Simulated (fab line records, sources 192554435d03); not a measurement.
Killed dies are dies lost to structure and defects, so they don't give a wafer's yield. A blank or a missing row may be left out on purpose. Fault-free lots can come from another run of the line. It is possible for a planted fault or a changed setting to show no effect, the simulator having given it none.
Chamber matching | flow n5_finfet | N5_GATE_CUT_STRIP_59 on rie_diel-02 has 4 sister chambers
The step strips in N2/H2, time 20 s. 18 wafers are shown with their chamber, then 9 later ones without.

== EACH WAFER AND ITS CHAMBER ==
wafer  | chamber | drypump_motor_current_A (A) | showerhead_plenum_p_Torr (Torr) | throttle_valve_pct (%)
L074.3 | 2       | 5.8                         | 3.37                            | 12.26
L074.4 | 0       | 5.0                         | 3.16                            | 12.25
L074.5 | 3       | 5.5                         | 3.38                            | 12.15
L076.1 | 2       | 5.8                         | 3.37                            | 12.26
L076.2 | 0       | 5.0                         | 3.16                            | 12.27
L076.4 | 0       | 5.0                         | 3.16                            | 12.27
L077.4 | 3       | 5.4                         | 3.38                            | 12.15
L077.5 | 3       | 5.4                         | 3.38                            | 12.15
L077.6 | 2       | 5.8                         | 3.36                            | 12.27
L081.2 | 2       | 5.8                         | 3.36                            | 12.28
L081.5 | 3       | 5.4                         | 3.37                            | 12.16
L081.6 | 2       | 5.8                         | 3.36                            | 12.29
L086.1 | 0       | 5.0                         | 3.15                            | 12.32
L086.4 | 2       | 5.8                         | 3.35                            | 12.32
L086.6 | 1       | 5.2                         | 3.31                            | 11.86
L088.1 | 0       | 5.0                         | 3.15                            | 12.31
L088.3 | 1       | 5.2                         | 3.31                            | 11.86
L088.4 | 2       | 5.8                         | 3.35                            | 12.32

SIGNATURES (averages over the wafers above)
reading                  | chamber 0 | chamber 1 | chamber 2 | chamber 3 | scatter within a chamber
drypump_motor_current_A  | 5.000     | 5.200     | 5.800     | 5.425     | 0.0231
showerhead_plenum_p_Torr | 3.1560    | 3.3100    | 3.3600    | 3.3775    | 0.00652
throttle_valve_pct       | 12.2840   | 11.8600   | 12.2857   | 12.1525   | 0.0232
Rule: for a wafer and a chamber, the distance is found by dividing, reading by reading, the gap between the wafer's reading and the chamber's mean by the reading's scatter, squaring, summing and taking the root. The wafer belongs to the nearest chamber; if the next one is less than 2 further off, it can't be placed. The scatter: take each reading less its chamber's mean, square it, sum over the shown wafers, divide by the number of wafers less the number of chambers, and take the root.

== WAFERS WITHOUT THEIR CHAMBER ==
wafer  | drypump_motor_current_A (A) | showerhead_plenum_p_Torr (Torr) | throttle_valve_pct (%)
L091.1 | 5.8                         | 3.35                            | 12.34
L091.3 | 5.0                         | 3.14                            | 12.34
L091.6 | 5.5                         | 3.36                            | 12.22
L094.2 | 5.2                         | 3.31                            | 11.89
L094.3 | 5.0                         | 3.14                            | 12.33
L094.6 | 5.0                         | 3.14                            | 12.34
L096.3 | 5.8                         | 3.34                            | 12.36
L096.4 | 5.0                         | 3.14                            | 12.37
L096.6 | 5.0                         | 3.14                            | 12.37

== THE CHAMBER EACH PASSED THROUGH ==
wafer  | from the rows above | in truth
L091.1 | 2                   | 2
L091.3 | 0                   | 0
L091.6 | 3                   | 3
L094.2 | 1                   | 1
L094.3 | 0                   | 0
L094.6 | 0                   | 0
L096.3 | 2                   | 2
L096.4 | 0                   | 0
L096.6 | 0                   | 0
Placed correctly: 9 of 9. From these rows, 0 cannot be placed. 0 placed wrongly.
